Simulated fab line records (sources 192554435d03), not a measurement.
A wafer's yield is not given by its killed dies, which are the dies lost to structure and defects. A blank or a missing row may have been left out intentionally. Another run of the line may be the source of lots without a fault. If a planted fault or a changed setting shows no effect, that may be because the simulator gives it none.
Chamber matching :: flow n5Finfet :: 4 sister chambers for N5_FIN_SAQP_DESCUM_21 on rieDiel-03
The step chemistry O2, time 7.9 s. 14 wafers are shown with their chamber, then 7 later ones without.

## EACH WAFER AND ITS CHAMBER
wafer: L078.1
chamber: 3
showerheadPlenumPTorr (Torr): 2.05
throttleValvePct (%): 20.44
oesProductAu (a.u.): 0.66

wafer: L078.3
chamber: 0
showerheadPlenumPTorr (Torr): 1.99
throttleValvePct (%): 20.70
oesProductAu (a.u.): 0.68

wafer: L078.5
chamber: 3
showerheadPlenumPTorr (Torr): 2.05
throttleValvePct (%): 20.44
oesProductAu (a.u.): 0.66

wafer: L079.2
chamber: 0
showerheadPlenumPTorr (Torr): 1.99
throttleValvePct (%): 20.70
oesProductAu (a.u.): 0.68

wafer: L079.5
chamber: 1
showerheadPlenumPTorr (Torr): 2.04
throttleValvePct (%): 20.39
oesProductAu (a.u.): 0.95

wafer: L079.6
chamber: 2
showerheadPlenumPTorr (Torr): 2.08
throttleValvePct (%): 20.54
oesProductAu (a.u.): 0.95

wafer: L082.1
chamber: 2
showerheadPlenumPTorr (Torr): 2.07
throttleValvePct (%): 20.56
oesProductAu (a.u.): 0.93

wafer: L082.3
chamber: 1
showerheadPlenumPTorr (Torr): 2.03
throttleValvePct (%): 20.37
oesProductAu (a.u.): 0.92

wafer: L082.4
chamber: 2
showerheadPlenumPTorr (Torr): 2.07
throttleValvePct (%): 20.54
oesProductAu (a.u.): 0.93

wafer: L083.1
chamber: 0
showerheadPlenumPTorr (Torr): 1.98
throttleValvePct (%): 20.73
oesProductAu (a.u.): 0.69

wafer: L083.4
chamber: 2
showerheadPlenumPTorr (Torr): 2.07
throttleValvePct (%): 20.55
oesProductAu (a.u.): 0.92

wafer: L083.6
chamber: 0
showerheadPlenumPTorr (Torr): 1.98
throttleValvePct (%): 20.75
oesProductAu (a.u.): 0.68

wafer: L087.2
chamber: 3
showerheadPlenumPTorr (Torr): 2.05
throttleValvePct (%): 20.06
oesProductAu (a.u.): 0.98

wafer: L087.4
chamber: 1
showerheadPlenumPTorr (Torr): 2.03
throttleValvePct (%): 20.42
oesProductAu (a.u.): 0.91

SIGNATURES (means of the wafers above)
reading: showerheadPlenumPTorr
chamber 0: 1.9850
chamber 1: 2.0333
chamber 2: 2.0725
chamber 3: 2.0500
scatter within a chamber: 0.00492

reading: throttleValvePct
chamber 0: 20.7200
chamber 1: 20.3933
chamber 2: 20.5475
chamber 3: 20.3133
scatter within a chamber: 0.0998

reading: oesProductAu
chamber 0: 0.6825
chamber 1: 0.9267
chamber 2: 0.9325
chamber 3: 0.7667
scatter within a chamber: 0.0835
Rule: for a wafer and a chamber, the distance is found by dividing, reading by reading, the gap between the wafer's reading and the chamber's mean by the reading's scatter, squaring, summing and taking the root. If the next closest chamber is less than 2 further off than the closest, the wafer can't be placed; otherwise it belongs to the closest. The scatter: take each reading less its chamber's mean, square it, sum over the shown wafers, divide by the number of wafers less the number of chambers, and take the root.

## WAFERS MISSING THEIR CHAMBER
wafer: L087.6
showerheadPlenumPTorr (Torr): 2.07
throttleValvePct (%): 20.57
oesProductAu (a.u.): 0.89

wafer: L089.1
showerheadPlenumPTorr (Torr): 1.98
throttleValvePct (%): 20.73
oesProductAu (a.u.): 0.68

wafer: L089.3
showerheadPlenumPTorr (Torr): 2.05
throttleValvePct (%): 20.05
oesProductAu (a.u.): 0.94

wafer: L089.6
showerheadPlenumPTorr (Torr): 2.04
throttleValvePct (%): 20.07
oesProductAu (a.u.): 0.94

wafer: L090.1
showerheadPlenumPTorr (Torr): 2.04
throttleValvePct (%): 20.07
oesProductAu (a.u.): 0.93

wafer: L090.2
showerheadPlenumPTorr (Torr): 2.03
throttleValvePct (%): 20.43
oesProductAu (a.u.): 0.89

wafer: L090.4
showerheadPlenumPTorr (Torr): 1.98
throttleValvePct (%): 20.75
oesProductAu (a.u.): 0.66

## THE CHAMBER EACH PASSED THROUGH
wafer: L087.6
from the rows above: 2
in truth: 2

wafer: L089.1
from the rows above: 0
in truth: 0

wafer: L089.3
from the rows above: can't be placed: 3 or 1
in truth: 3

wafer: L089.6
from the rows above: can't be placed: 1 or 3
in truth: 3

wafer: L090.1
from the rows above: can't be placed: 1 or 3
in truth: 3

wafer: L090.2
from the rows above: 1
in truth: 1

wafer: L090.4
from the rows above: 0
in truth: 0
Placed correctly: 4 of 7. Unplaceable from these rows: 3, with the true chamber sitting among the candidates in 3. Wrongly placed: 0.
